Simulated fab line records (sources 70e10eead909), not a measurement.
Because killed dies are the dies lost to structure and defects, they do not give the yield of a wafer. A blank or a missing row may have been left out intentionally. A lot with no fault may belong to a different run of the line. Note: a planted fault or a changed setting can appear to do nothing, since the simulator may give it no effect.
Matching of chambers / flow nand harc / NHARC_P_BONDPAD_CMP_19 on cmp-02: 4 sister chambers
The step polishes, t overpolish 30 s, cu recess touch 16 s, target thk 160.81 nm. 4 wafers are shown with their chamber, then 7 later ones without.

## WAFERS, EACH WITH ITS CHAMBER
wafer=L861.4; chamber=0; motor current A (A)=14.2
wafer=L862.2; chamber=3; motor current A (A)=10.7
wafer=L862.5; chamber=2; motor current A (A)=15.5
wafer=L862.6; chamber=1; motor current A (A)=12.9

## WAFERS MISSING THEIR CHAMBER
wafer=L868.1; motor current A (A)=14.7
wafer=L868.5; motor current A (A)=15.3
wafer=L871.1; motor current A (A)=10.5
wafer=L871.6; motor current A (A)=12.5
wafer=L873.2; motor current A (A)=15.3
wafer=L873.4; motor current A (A)=10.6
wafer=L873.6; motor current A (A)=10.9

## WHICH CHAMBER EACH ONE RAN IN
wafer=L868.1; from the rows above=can't be placed: 0 or 2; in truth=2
wafer=L868.5; from the rows above=2; in truth=2
wafer=L871.1; from the rows above=3; in truth=3
wafer=L871.6; from the rows above=1; in truth=1
wafer=L873.2; from the rows above=2; in truth=2
wafer=L873.4; from the rows above=3; in truth=3
wafer=L873.6; from the rows above=3; in truth=3
Correct placement for 6 of the 7. Can't be placed from these rows: 1 (the true chamber is among the candidates in 1). 0 placed wrongly.
How it was worked out, from the rows above alone: a wafer's distance from a chamber is the root of the sum, over the readings, of the square of ((its reading less the chamber's mean) divided by the reading's scatter). The wafer belongs to the nearest chamber; if the next one is less than 2 further off, it can't be placed. The mean given for a chamber averages the wafers shown for that chamber. The scatter: root of mean squared gap, hidden wafer to nearest shown wafer, with one shown wafer a chamber.
